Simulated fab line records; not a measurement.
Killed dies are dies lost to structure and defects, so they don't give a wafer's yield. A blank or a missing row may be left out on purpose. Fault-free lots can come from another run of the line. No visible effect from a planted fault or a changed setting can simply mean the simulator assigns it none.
Which tool was responsible? || flow n5Finfet || 24 lots with 72 wafers sampled at 5 steps, on a route of 1938 steps

== WHAT EACH GAUGE READ, for each wafer ==
N5_BEOL_M10_CD_MEAS_35: the cd target is 70 nm.
{"lot": "L074", "measured": "day 9 22:36", "on": "cdSem-01", "cdNm (nm)": "71.2 70.0 70.7"}
{"lot": "L075", "measured": "day 10 06:59", "on": "cdSem-01", "cdNm (nm)": "69.0 69.0 69.4"}
{"lot": "L076", "measured": "day 10 07:41", "on": "cdSem-03", "cdNm (nm)": "69.5 68.8 69.2"}
{"lot": "L077", "measured": "day 11 02:11", "on": "cdSem-03", "cdNm (nm)": "69.3 69.9 70.4"}
{"lot": "L078", "measured": "day 11 09:19", "on": "cdSem-02", "cdNm (nm)": "70.3 69.8 69.6"}
{"lot": "L079", "measured": "day 11 09:38", "on": "cdSem-03", "cdNm (nm)": "68.8 68.3 68.7"}
{"lot": "L082", "measured": "day 11 09:55", "on": "cdSem-01", "cdNm (nm)": "70.0 70.2 71.0"}
{"lot": "L080", "measured": "day 11 16:36", "on": "cdSem-03", "cdNm (nm)": "71.3 70.4 71.6"}
{"lot": "L081", "measured": "day 12 03:20", "on": "cdSem-01", "cdNm (nm)": "70.3 70.4 70.6"}
{"lot": "L083", "measured": "day 12 03:23", "on": "cdSem-02", "cdNm (nm)": "70.0 70.2 69.0"}
{"lot": "L084", "measured": "day 12 19:25", "on": "cdSem-02", "cdNm (nm)": "71.0 70.0 69.8"}
{"lot": "L085", "measured": "day 12 19:53", "on": "cdSem-03", "cdNm (nm)": "71.1 70.4 70.4"}
{"lot": "L086", "measured": "day 13 13:51", "on": "cdSem-01", "cdNm (nm)": "70.3 70.6 70.8"}
{"lot": "L087", "measured": "day 13 16:35", "on": "cdSem-02", "cdNm (nm)": "69.3 70.0 69.7"}
{"lot": "L088", "measured": "day 13 16:46", "on": "cdSem-02", "cdNm (nm)": "69.3 70.6 70.6"}
{"lot": "L089", "measured": "day 13 17:17", "on": "cdSem-01", "cdNm (nm)": "70.9 70.8 71.2"}
{"lot": "L091", "measured": "day 14 00:59", "on": "cdSem-03", "cdNm (nm)": "69.6 69.8 70.1"}
{"lot": "L090", "measured": "day 14 01:28", "on": "cdSem-01", "cdNm (nm)": "69.9 71.0 70.1"}
{"lot": "L092", "measured": "day 14 17:29", "on": "cdSem-03", "cdNm (nm)": "70.1 69.6 70.0"}
{"lot": "L093", "measured": "day 15 01:25", "on": "cdSem-02", "cdNm (nm)": "70.1 69.7 70.2"}
{"lot": "L095", "measured": "day 15 18:01", "on": "cdSem-01", "cdNm (nm)": "68.7 68.8 68.3"}
{"lot": "L094", "measured": "day 15 19:04", "on": "cdSem-02", "cdNm (nm)": "69.9 69.6 70.3"}
{"lot": "L096", "measured": "day 15 22:13", "on": "cdSem-03", "cdNm (nm)": "69.6 70.3 70.2"}
{"lot": "L097", "measured": "day 16 16:17", "on": "cdSem-01", "cdNm (nm)": "69.6 69.9 70.8"}

N5_BEOL_M11_INSPECT_13: inspects for defects (brightfield).
{"lot": "L074", "measured": "day 10 04:27", "on": "defectInspect-01", "rawDefectCount": "453 325 446"}
{"lot": "L075", "measured": "day 10 14:02", "on": "defectInspect-01", "rawDefectCount": "321 409 483"}
{"lot": "L076", "measured": "day 10 14:17", "on": "defectInspect-02", "rawDefectCount": "618 458 682"}
{"lot": "L077", "measured": "day 11 07:59", "on": "defectInspect-01", "rawDefectCount": "426 382 323"}
{"lot": "L078", "measured": "day 11 12:48", "on": "defectInspect-01", "rawDefectCount": "280 285 351"}
{"lot": "L079", "measured": "day 11 16:56", "on": "defectInspect-02", "rawDefectCount": "335 271 471"}
{"lot": "L082", "measured": "day 11 17:09", "on": "defectInspect-01", "rawDefectCount": "348 306 478"}
{"lot": "L080", "measured": "day 11 20:23", "on": "defectInspect-02", "rawDefectCount": "361 369 441"}
{"lot": "L081", "measured": "day 12 09:59", "on": "defectInspect-02", "rawDefectCount": "408 496 426"}
{"lot": "L083", "measured": "day 12 10:09", "on": "defectInspect-02", "rawDefectCount": "544 524 337"}
{"lot": "L084", "measured": "day 13 00:23", "on": "defectInspect-02", "rawDefectCount": "322 426 437"}
{"lot": "L085", "measured": "day 13 01:15", "on": "defectInspect-01", "rawDefectCount": "310 234 255"}
{"lot": "L086", "measured": "day 13 20:28", "on": "defectInspect-02", "rawDefectCount": "575 816 490"}
{"lot": "L087", "measured": "day 13 23:10", "on": "defectInspect-01", "rawDefectCount": "316 388 374"}
{"lot": "L088", "measured": "day 13 22:57", "on": "defectInspect-01", "rawDefectCount": "240 332 258"}
{"lot": "L089", "measured": "day 13 23:19", "on": "defectInspect-02", "rawDefectCount": "379 395 377"}
{"lot": "L091", "measured": "day 14 09:08", "on": "defectInspect-02", "rawDefectCount": "675 596 671"}
{"lot": "L090", "measured": "day 14 09:17", "on": "defectInspect-01", "rawDefectCount": "270 250 288"}
{"lot": "L092", "measured": "day 15 01:24", "on": "defectInspect-01", "rawDefectCount": "426 338 382"}
{"lot": "L093", "measured": "day 15 06:19", "on": "defectInspect-01", "rawDefectCount": "324 345 324"}
{"lot": "L095", "measured": "day 15 22:29", "on": "defectInspect-01", "rawDefectCount": "241 222 292"}
{"lot": "L094", "measured": "day 16 00:17", "on": "defectInspect-02", "rawDefectCount": "341 370 592"}
{"lot": "L096", "measured": "day 16 02:22", "on": "defectInspect-01", "rawDefectCount": "406 351 449"}
{"lot": "L097", "measured": "day 16 20:22", "on": "defectInspect-02", "rawDefectCount": "285 383 406"}

== WHICH TOOL RAN EACH LOT (tool, then ch and the chambers of the sampled wafers, then the start) ==
{"lot": "L074", "N5_BEOL_M10_ETCH_41": "rieDiel-05 ch 1,2,3, day 9 22:36 or earlier", "N5_BEOL_M10_ALD_74": "aldMetal-01 ch 0,1, day 9 23:29", "N5_BEOL_M10_SPUTTER_48": "pvdSputter-03, day 10 00:14"}
{"lot": "L075", "N5_BEOL_M10_ETCH_41": "rieDiel-01 ch 0,2,3, day 10 06:59 or earlier", "N5_BEOL_M10_ALD_74": "aldMetal-01 ch 0,1, day 10 07:50", "N5_BEOL_M10_SPUTTER_48": "pvdSputter-02, day 10 09:50"}
{"lot": "L076", "N5_BEOL_M10_ETCH_41": "rieDiel-02 ch 0,2, day 10 07:41 or earlier", "N5_BEOL_M10_ALD_74": "aldMetal-02 ch 1,3, day 10 10:11", "N5_BEOL_M10_SPUTTER_48": "pvdSputter-03, day 10 10:39"}
{"lot": "L077", "N5_BEOL_M10_ETCH_41": "rieDiel-05 ch 0,2,3, day 11 02:11 or earlier", "N5_BEOL_M10_ALD_74": "aldMetal-02 ch 0,1,2, day 11 03:11", "N5_BEOL_M10_SPUTTER_48": "pvdSputter-01, day 11 04:13"}
{"lot": "L078", "N5_BEOL_M10_ETCH_41": "rieDiel-02 ch 2,3, day 11 09:19 or earlier", "N5_BEOL_M10_ALD_74": "aldMetal-01 ch 0,1,2, day 11 09:46", "N5_BEOL_M10_SPUTTER_48": "pvdSputter-03, day 11 10:19"}
{"lot": "L079", "N5_BEOL_M10_ETCH_41": "rieDiel-01 ch 0,1,2, day 11 09:38 or earlier", "N5_BEOL_M10_ALD_74": "aldMetal-03 ch 0,1,2, day 11 10:07", "N5_BEOL_M10_SPUTTER_48": "pvdSputter-03, day 11 11:22"}
{"lot": "L082", "N5_BEOL_M10_ETCH_41": "rieDiel-05 ch 1,2,3, day 11 09:55 or earlier", "N5_BEOL_M10_ALD_74": "aldMetal-03 ch 0,1,2, day 11 11:14", "N5_BEOL_M10_SPUTTER_48": "pvdSputter-03, day 11 11:45"}
{"lot": "L080", "N5_BEOL_M10_ETCH_41": "rieDiel-01 ch 1,2, day 11 16:36 or earlier", "N5_BEOL_M10_ALD_74": "aldMetal-02 ch 0,1,3, day 11 17:04", "N5_BEOL_M10_SPUTTER_48": "pvdSputter-03, day 11 17:38"}
{"lot": "L081", "N5_BEOL_M10_ETCH_41": "rieDiel-02 ch 0,1,3, day 12 03:20 or earlier", "N5_BEOL_M10_ALD_74": "aldMetal-01 ch 0,1,2, day 12 04:08", "N5_BEOL_M10_SPUTTER_48": "pvdSputter-02, day 12 04:45"}
{"lot": "L083", "N5_BEOL_M10_ETCH_41": "rieDiel-01 ch 0,1,3, day 12 03:23 or earlier", "N5_BEOL_M10_ALD_74": "aldMetal-02 ch 0,2, day 12 04:16", "N5_BEOL_M10_SPUTTER_48": "pvdSputter-02, day 12 04:50"}
{"lot": "L084", "N5_BEOL_M10_ETCH_41": "rieDiel-02 ch 1,3, day 12 19:25 or earlier", "N5_BEOL_M10_ALD_74": "aldMetal-01 ch 1,2,3, day 12 20:07", "N5_BEOL_M10_SPUTTER_48": "pvdSputter-02, day 12 20:52"}
{"lot": "L085", "N5_BEOL_M10_ETCH_41": "rieDiel-02 ch 0,1,2, day 12 19:53 or earlier", "N5_BEOL_M10_ALD_74": "aldMetal-03 ch 0,1,2, day 12 20:34", "N5_BEOL_M10_SPUTTER_48": "pvdSputter-01, day 12 22:27"}
{"lot": "L086", "N5_BEOL_M10_ETCH_41": "rieDiel-02 ch 0,3, day 13 13:51 or earlier", "N5_BEOL_M10_ALD_74": "aldMetal-03 ch 0,3, day 13 14:23", "N5_BEOL_M10_SPUTTER_48": "pvdSputter-02, day 13 16:34"}
{"lot": "L087", "N5_BEOL_M10_ETCH_41": "rieDiel-01 ch 1,2, day 13 16:35 or earlier", "N5_BEOL_M10_ALD_74": "aldMetal-03 ch 0,1, day 13 17:27", "N5_BEOL_M10_SPUTTER_48": "pvdSputter-02, day 13 19:31"}
{"lot": "L088", "N5_BEOL_M10_ETCH_41": "rieDiel-02 ch 1,2,3, day 13 16:46 or earlier", "N5_BEOL_M10_ALD_74": "aldMetal-01 ch 0,1,3, day 13 17:40", "N5_BEOL_M10_SPUTTER_48": "pvdSputter-03, day 13 19:47"}
{"lot": "L089", "N5_BEOL_M10_ETCH_41": "rieDiel-02 ch 1,2,3, day 13 17:17 or earlier", "N5_BEOL_M10_ALD_74": "aldMetal-03 ch 1,2,3, day 13 19:38", "N5_BEOL_M10_SPUTTER_48": "pvdSputter-03, day 13 20:27"}
{"lot": "L091", "N5_BEOL_M10_ETCH_41": "rieDiel-05 ch 0,1,2, day 14 00:59 or earlier", "N5_BEOL_M10_ALD_74": "aldMetal-01 ch 1,2,3, day 14 05:08", "N5_BEOL_M10_SPUTTER_48": "pvdSputter-02, day 14 05:43"}
{"lot": "L090", "N5_BEOL_M10_ETCH_41": "rieDiel-05 ch 0,1,2, day 14 01:28 or earlier", "N5_BEOL_M10_ALD_74": "aldMetal-02 ch 0,2,3, day 14 05:20", "N5_BEOL_M10_SPUTTER_48": "pvdSputter-02, day 14 05:52"}
{"lot": "L092", "N5_BEOL_M10_ETCH_41": "rieDiel-01 ch 0,1,3, day 14 17:29 or earlier", "N5_BEOL_M10_ALD_74": "aldMetal-02 ch 0,2,3, day 14 18:34", "N5_BEOL_M10_SPUTTER_48": "pvdSputter-01, day 14 21:17"}
{"lot": "L093", "N5_BEOL_M10_ETCH_41": "rieDiel-05 ch 0,2,3, day 15 01:25 or earlier", "N5_BEOL_M10_ALD_74": "aldMetal-03 ch 1,2,3, day 15 02:23", "N5_BEOL_M10_SPUTTER_48": "pvdSputter-03, day 15 03:22"}
{"lot": "L095", "N5_BEOL_M10_ETCH_41": "rieDiel-02 ch 2,3, day 15 18:01 or earlier", "N5_BEOL_M10_ALD_74": "aldMetal-03 ch 0,1,3, day 15 18:31", "N5_BEOL_M10_SPUTTER_48": "pvdSputter-03, day 15 19:03"}
{"lot": "L094", "N5_BEOL_M10_ETCH_41": "rieDiel-02 ch 2,3, day 15 19:04 or earlier", "N5_BEOL_M10_ALD_74": "aldMetal-03 ch 0,2, day 15 21:17", "N5_BEOL_M10_SPUTTER_48": "pvdSputter-03, day 15 22:02"}
{"lot": "L096", "N5_BEOL_M10_ETCH_41": "rieDiel-01 ch 0,2,3, day 15 22:13 or earlier", "N5_BEOL_M10_ALD_74": "aldMetal-01 ch 1,2,3, day 15 22:46", "N5_BEOL_M10_SPUTTER_48": "pvdSputter-03, day 15 23:28"}
{"lot": "L097", "N5_BEOL_M10_ETCH_41": "rieDiel-01 ch 1,2,3, day 16 16:17 or earlier", "N5_BEOL_M10_ALD_74": "aldMetal-02 ch 0,1,2, day 16 16:59", "N5_BEOL_M10_SPUTTER_48": "pvdSputter-01, day 16 17:31"}
- N5_BEOL_M10_ETCH_41: etches SiCN in CH3F/O2, target depth 42.6 nm, time 86 s.
- N5_BEOL_M10_ALD_74: deposits TaN, target thk 2 nm, pulse time 2 s, purge time 3 s.
- N5_BEOL_M10_SPUTTER_48: material Cu, target thk 12 nm, time 2 s.

== WHAT THE TOOLS THEMSELVES READ (means of the sampled wafers that have a number; where no wafer has one, the mark that the record gives instead) ==
N5_BEOL_M10_ETCH_41.
{"lot": "L074", "tool": "rieDiel-05", "drypumpMotorCurrentA (A)": 5.8, "mfcArSccm (sccm)": 150.5, "oesProductAu (a.u.)": 0.79, "rfVppV (V)": 297.6, "showerheadPlenumPTorr (Torr)": 2.01, "throttleValvePct (%)": 16.39}
{"lot": "L075", "tool": "rieDiel-01", "drypumpMotorCurrentA (A)": 5.5, "mfcArSccm (sccm)": 150.1, "oesProductAu (a.u.)": 0.79, "rfVppV (V)": 296.9, "showerheadPlenumPTorr (Torr)": 1.99, "throttleValvePct (%)": 16.40}
{"lot": "L076", "tool": "rieDiel-02", "drypumpMotorCurrentA (A)": 6.2, "mfcArSccm (sccm)": 149.8, "oesProductAu (a.u.)": 0.84, "rfVppV (V)": 299.7, "showerheadPlenumPTorr (Torr)": 2.10, "throttleValvePct (%)": 16.27}
{"lot": "L077", "tool": "rieDiel-05", "drypumpMotorCurrentA (A)": 5.8, "mfcArSccm (sccm)": 149.9, "oesProductAu (a.u.)": 0.79, "rfVppV (V)": 297.3, "showerheadPlenumPTorr (Torr)": 2.01, "throttleValvePct (%)": 16.39}
{"lot": "L078", "tool": "rieDiel-02", "drypumpMotorCurrentA (A)": 5.7, "mfcArSccm (sccm)": 150.2, "oesProductAu (a.u.)": 0.75, "rfVppV (V)": 297.8, "showerheadPlenumPTorr (Torr)": 2.03, "throttleValvePct (%)": 16.42}
{"lot": "L079", "tool": "rieDiel-01", "drypumpMotorCurrentA (A)": 5.2, "mfcArSccm (sccm)": 150.3, "oesProductAu (a.u.)": 0.82, "rfVppV (V)": 296.6, "showerheadPlenumPTorr (Torr)": 1.99, "throttleValvePct (%)": 16.45}
{"lot": "L082", "tool": "rieDiel-05", "drypumpMotorCurrentA (A)": 5.8, "mfcArSccm (sccm)": 149.7, "oesProductAu (a.u.)": 0.77, "rfVppV (V)": 297.5, "showerheadPlenumPTorr (Torr)": 2.01, "throttleValvePct (%)": 16.41}
{"lot": "L080", "tool": "rieDiel-01", "drypumpMotorCurrentA (A)": 5.3, "mfcArSccm (sccm)": 150.2, "oesProductAu (a.u.)": 0.83, "rfVppV (V)": 296.5, "showerheadPlenumPTorr (Torr)": 1.97, "throttleValvePct (%)": 16.58}
{"lot": "L081", "tool": "rieDiel-02", "drypumpMotorCurrentA (A)": 5.9, "mfcArSccm (sccm)": 150.2, "oesProductAu (a.u.)": 0.83, "rfVppV (V)": 297.0, "showerheadPlenumPTorr (Torr)": 2.00, "throttleValvePct (%)": 16.39}
{"lot": "L083", "tool": "rieDiel-01", "drypumpMotorCurrentA (A)": 5.5, "mfcArSccm (sccm)": 149.9, "oesProductAu (a.u.)": 0.83, "rfVppV (V)": 297.1, "showerheadPlenumPTorr (Torr)": 2.03, "throttleValvePct (%)": 16.28}
{"lot": "L084", "tool": "rieDiel-02", "drypumpMotorCurrentA (A)": 6.0, "mfcArSccm (sccm)": 150.0, "oesProductAu (a.u.)": 0.86, "rfVppV (V)": 297.7, "showerheadPlenumPTorr (Torr)": 1.97, "throttleValvePct (%)": 16.34}
{"lot": "L085", "tool": "rieDiel-02", "drypumpMotorCurrentA (A)": 6.2, "mfcArSccm (sccm)": 149.8, "oesProductAu (a.u.)": 0.86, "rfVppV (V)": 297.7, "showerheadPlenumPTorr (Torr)": 2.04, "throttleValvePct (%)": 16.30}
{"lot": "L086", "tool": "rieDiel-02", "drypumpMotorCurrentA (A)": 5.7, "mfcArSccm (sccm)": 149.9, "oesProductAu (a.u.)": 0.77, "rfVppV (V)": 297.7, "showerheadPlenumPTorr (Torr)": 2.02, "throttleValvePct (%)": 16.47}
{"lot": "L087", "tool": "rieDiel-01", "drypumpMotorCurrentA (A)": 5.3, "mfcArSccm (sccm)": 149.8, "oesProductAu (a.u.)": 0.79, "rfVppV (V)": 296.6, "showerheadPlenumPTorr (Torr)": 1.96, "throttleValvePct (%)": 16.61}
{"lot": "L088", "tool": "rieDiel-02", "drypumpMotorCurrentA (A)": 6.0, "mfcArSccm (sccm)": 149.7, "oesProductAu (a.u.)": 0.81, "rfVppV (V)": 297.4, "showerheadPlenumPTorr (Torr)": 2.02, "throttleValvePct (%)": 16.36}
{"lot": "L089", "tool": "rieDiel-02", "drypumpMotorCurrentA (A)": 6.0, "mfcArSccm (sccm)": 150.0, "oesProductAu (a.u.)": 0.81, "rfVppV (V)": 297.2, "showerheadPlenumPTorr (Torr)": 2.02, "throttleValvePct (%)": 16.36}
{"lot": "L091", "tool": "rieDiel-05", "drypumpMotorCurrentA (A)": 5.7, "mfcArSccm (sccm)": 150.2, "oesProductAu (a.u.)": 0.76, "rfVppV (V)": 297.5, "showerheadPlenumPTorr (Torr)": 2.00, "throttleValvePct (%)": 16.49}
{"lot": "L090", "tool": "rieDiel-05", "drypumpMotorCurrentA (A)": 5.6, "mfcArSccm (sccm)": 149.6, "oesProductAu (a.u.)": 0.76, "rfVppV (V)": 296.7, "showerheadPlenumPTorr (Torr)": 2.00, "throttleValvePct (%)": 16.49}
{"lot": "L092", "tool": "rieDiel-01", "drypumpMotorCurrentA (A)": 5.5, "mfcArSccm (sccm)": 150.0, "oesProductAu (a.u.)": 0.81, "rfVppV (V)": 297.7, "showerheadPlenumPTorr (Torr)": 2.02, "throttleValvePct (%)": 16.33}
{"lot": "L093", "tool": "rieDiel-05", "drypumpMotorCurrentA (A)": 5.8, "mfcArSccm (sccm)": 150.2, "oesProductAu (a.u.)": 0.76, "rfVppV (V)": 298.3, "showerheadPlenumPTorr (Torr)": 2.00, "throttleValvePct (%)": 16.45}
{"lot": "L095", "tool": "rieDiel-02", "drypumpMotorCurrentA (A)": 5.7, "mfcArSccm (sccm)": 149.7, "oesProductAu (a.u.)": 0.72, "rfVppV (V)": 297.7, "showerheadPlenumPTorr (Torr)": 2.02, "throttleValvePct (%)": 16.50}
{"lot": "L094", "tool": "rieDiel-02", "drypumpMotorCurrentA (A)": 5.7, "mfcArSccm (sccm)": 150.0, "oesProductAu (a.u.)": 0.73, "rfVppV (V)": 298.3, "showerheadPlenumPTorr (Torr)": 2.02, "throttleValvePct (%)": 16.50}
{"lot": "L096", "tool": "rieDiel-01", "drypumpMotorCurrentA (A)": 5.5, "mfcArSccm (sccm)": 150.0, "oesProductAu (a.u.)": 0.74, "rfVppV (V)": 296.6, "showerheadPlenumPTorr (Torr)": 1.98, "throttleValvePct (%)": 16.49}
{"lot": "L097", "tool": "rieDiel-01", "drypumpMotorCurrentA (A)": 5.6, "mfcArSccm (sccm)": 150.0, "oesProductAu (a.u.)": 0.79, "rfVppV (V)": 297.5, "showerheadPlenumPTorr (Torr)": 1.99, "throttleValvePct (%)": 16.46}

N5_BEOL_M10_ALD_74.
{"lot": "L074", "tool": "aldMetal-01", "heaterPowerW (W)": 425, "mfcCarrierSccm (sccm)": 1498}
{"lot": "L075", "tool": "aldMetal-01", "heaterPowerW (W)": 417, "mfcCarrierSccm (sccm)": 1497}
{"lot": "L076", "tool": "aldMetal-02", "heaterPowerW (W)": 384, "mfcCarrierSccm (sccm)": 1492}
{"lot": "L077", "tool": "aldMetal-02", "heaterPowerW (W)": 392, "mfcCarrierSccm (sccm)": 1501}
{"lot": "L078", "tool": "aldMetal-01", "heaterPowerW (W)": 404, "mfcCarrierSccm (sccm)": 1497}
{"lot": "L079", "tool": "aldMetal-03", "heaterPowerW (W)": 370, "mfcCarrierSccm (sccm)": 1501}
{"lot": "L082", "tool": "aldMetal-03", "heaterPowerW (W)": 362, "mfcCarrierSccm (sccm)": 1502}
{"lot": "L080", "tool": "aldMetal-02", "heaterPowerW (W)": 399, "mfcCarrierSccm (sccm)": 1495}
{"lot": "L081", "tool": "aldMetal-01", "heaterPowerW (W)": 404, "mfcCarrierSccm (sccm)": 1499}
{"lot": "L083", "tool": "aldMetal-02", "heaterPowerW (W)": 393, "mfcCarrierSccm (sccm)": 1501}
{"lot": "L084", "tool": "aldMetal-01", "heaterPowerW (W)": 426, "mfcCarrierSccm (sccm)": 1499}
{"lot": "L085", "tool": "aldMetal-03", "heaterPowerW (W)": 361, "mfcCarrierSccm (sccm)": 1500}
{"lot": "L086", "tool": "aldMetal-03", "heaterPowerW (W)": 398, "mfcCarrierSccm (sccm)": 1499}
{"lot": "L087", "tool": "aldMetal-03", "heaterPowerW (W)": 387, "mfcCarrierSccm (sccm)": 1497}
{"lot": "L088", "tool": "aldMetal-01", "heaterPowerW (W)": 438, "mfcCarrierSccm (sccm)": 1503}
{"lot": "L089", "tool": "aldMetal-03", "heaterPowerW (W)": 392, "mfcCarrierSccm (sccm)": 1500}
{"lot": "L091", "tool": "aldMetal-01", "heaterPowerW (W)": 429, "mfcCarrierSccm (sccm)": 1503}
{"lot": "L090", "tool": "aldMetal-02", "heaterPowerW (W)": 402, "mfcCarrierSccm (sccm)": 1502}
{"lot": "L092", "tool": "aldMetal-02", "heaterPowerW (W)": 403, "mfcCarrierSccm (sccm)": 1505}
{"lot": "L093", "tool": "aldMetal-03", "heaterPowerW (W)": 387, "mfcCarrierSccm (sccm)": 1498}
{"lot": "L095", "tool": "aldMetal-03", "heaterPowerW (W)": 391, "mfcCarrierSccm (sccm)": 1499}
{"lot": "L094", "tool": "aldMetal-03", "heaterPowerW (W)": 341, "mfcCarrierSccm (sccm)": 1499}
{"lot": "L096", "tool": "aldMetal-01", "heaterPowerW (W)": 429, "mfcCarrierSccm (sccm)": 1498}
{"lot": "L097", "tool": "aldMetal-02", "heaterPowerW (W)": 383, "mfcCarrierSccm (sccm)": 1499}

N5_BEOL_M10_SPUTTER_48.
{"lot": "L074", "tool": "pvdSputter-03", "throttleValvePct (%)": 29.7}
{"lot": "L075", "tool": "pvdSputter-02", "throttleValvePct (%)": 30.8}
{"lot": "L076", "tool": "pvdSputter-03", "throttleValvePct (%)": 29.0}
{"lot": "L077", "tool": "pvdSputter-01", "throttleValvePct (%)": 31.0}
{"lot": "L078", "tool": "pvdSputter-03", "throttleValvePct (%)": 29.7}
{"lot": "L079", "tool": "pvdSputter-03", "throttleValvePct (%)": 29.3}
{"lot": "L082", "tool": "pvdSputter-03", "throttleValvePct (%)": 29.8}
{"lot": "L080", "tool": "pvdSputter-03", "throttleValvePct (%)": 29.7}
{"lot": "L081", "tool": "pvdSputter-02", "throttleValvePct (%)": 30.2}
{"lot": "L083", "tool": "pvdSputter-02", "throttleValvePct (%)": 30.8}
{"lot": "L084", "tool": "pvdSputter-02", "throttleValvePct (%)": 30.9}
{"lot": "L085", "tool": "pvdSputter-01", "throttleValvePct (%)": 30.4}
{"lot": "L086", "tool": "pvdSputter-02", "throttleValvePct (%)": 29.9}
{"lot": "L087", "tool": "pvdSputter-02", "throttleValvePct (%)": 30.6}
{"lot": "L088", "tool": "pvdSputter-03", "throttleValvePct (%)": 29.3}
{"lot": "L089", "tool": "pvdSputter-03", "throttleValvePct (%)": 29.6}
{"lot": "L091", "tool": "pvdSputter-02", "throttleValvePct (%)": 30.3}
{"lot": "L090", "tool": "pvdSputter-02", "throttleValvePct (%)": 30.5}
{"lot": "L092", "tool": "pvdSputter-01", "throttleValvePct (%)": 30.5}
{"lot": "L093", "tool": "pvdSputter-03", "throttleValvePct (%)": 30.0}
{"lot": "L095", "tool": "pvdSputter-03", "throttleValvePct (%)": 29.2}
{"lot": "L094", "tool": "pvdSputter-03", "throttleValvePct (%)": 29.7}
{"lot": "L096", "tool": "pvdSputter-03", "throttleValvePct (%)": 29.7}
{"lot": "L097", "tool": "pvdSputter-01", "throttleValvePct (%)": 30.1}

== THE ANSWER, worked out from the rows above alone ==
Rule: what is usual is taken from the lots themselves. Put in order of their means at a reading, lots are off if they are a third of the lots or fewer, leave a main group of 4 or more, and stand apart from it by a gap of 3 or more times the standard deviation of the main group's means; of several such gaps the widest counts. If all means in a main group match to the digits the tables above print for the reading, that group is not used. Also off: a lot with no number at a reading for which 4 or more lots have one. The other lots that the step has rows for count as sound. The gauges are gone through in route order, then the tools' own readings, and for those a lot's mean is taken as printed above. The first step at which some lot is off is used, and at that step the reading that is off furthest; a lot without a number counts as furthest.
None of the lots is off at any reading shown; this tells nothing.

== WHAT THE SIMULATOR PUT IN ==
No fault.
